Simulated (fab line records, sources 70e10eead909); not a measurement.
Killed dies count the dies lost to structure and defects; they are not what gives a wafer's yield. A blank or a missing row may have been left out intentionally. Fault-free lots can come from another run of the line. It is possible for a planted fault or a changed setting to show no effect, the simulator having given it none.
Chamber matching || flow nand harc || NHARC_A_STAIRCASE_ETCHBACK_422 on rie diel-05 has 4 sister chambers
The step etches the open film in CH3F/O2, target depth 40 nm, time 74.286 s. 4 wafers are shown with their chamber, then 9 later ones without.

## EACH WAFER AND ITS CHAMBER
{"wafer": "L608.6", "chamber": 1, "throttle valve pct (%)": 20.665}
{"wafer": "L611.1", "chamber": 0, "throttle valve pct (%)": 20.669}
{"wafer": "L611.2", "chamber": 3, "throttle valve pct (%)": 20.661}
{"wafer": "L611.4", "chamber": 2, "throttle valve pct (%)": 20.664}

## WAFERS WITH NO CHAMBER GIVEN
{"wafer": "L612.2", "throttle valve pct (%)": 20.663}
{"wafer": "L612.4", "throttle valve pct (%)": 20.663}
{"wafer": "L612.5", "throttle valve pct (%)": 20.641}
{"wafer": "L620.1", "throttle valve pct (%)": 20.667}
{"wafer": "L620.2", "throttle valve pct (%)": 20.661}
{"wafer": "L620.5", "throttle valve pct (%)": 20.669}
{"wafer": "L618.2", "throttle valve pct (%)": 20.670}
{"wafer": "L618.5", "throttle valve pct (%)": 20.670}
{"wafer": "L618.6", "throttle valve pct (%)": 20.673}

## THE CHAMBER EACH PASSED THROUGH
{"wafer": "L612.2", "from the rows above": "can't be placed: 2 or 1 or 3 or 0", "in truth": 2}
{"wafer": "L612.4", "from the rows above": "can't be placed: 2 or 1 or 3 or 0", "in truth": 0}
{"wafer": "L612.5", "from the rows above": "can't be placed: 3 or 2 or 1 or 0", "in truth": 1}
{"wafer": "L620.1", "from the rows above": "can't be placed: 0 or 1 or 2 or 3", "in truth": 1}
{"wafer": "L620.2", "from the rows above": "can't be placed: 3 or 2 or 1 or 0", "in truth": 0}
{"wafer": "L620.5", "from the rows above": "can't be placed: 0 or 1 or 2 or 3", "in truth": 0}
{"wafer": "L618.2", "from the rows above": "can't be placed: 0 or 1 or 2 or 3", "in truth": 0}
{"wafer": "L618.5", "from the rows above": "can't be placed: 0 or 1 or 2 or 3", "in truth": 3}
{"wafer": "L618.6", "from the rows above": "can't be placed: 0 or 1 or 2 or 3", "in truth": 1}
Placed correctly: 0 of 9. These rows do not allow placing 9 (true chamber among the candidates in 9). Number placed wrongly: 0.
How it was worked out, from the rows above alone: a wafer's distance from a chamber is the root of the sum, over the readings, of the square of ((its reading less the chamber's mean) divided by the reading's scatter). If the next closest chamber is less than 2 further off than the closest, the wafer can't be placed; otherwise it belongs to the closest. The mean given for a chamber averages the wafers shown for that chamber. The scatter (one wafer shown for each chamber): square how far every hidden wafer sits from the nearest shown wafer, average those squares and take the square root.
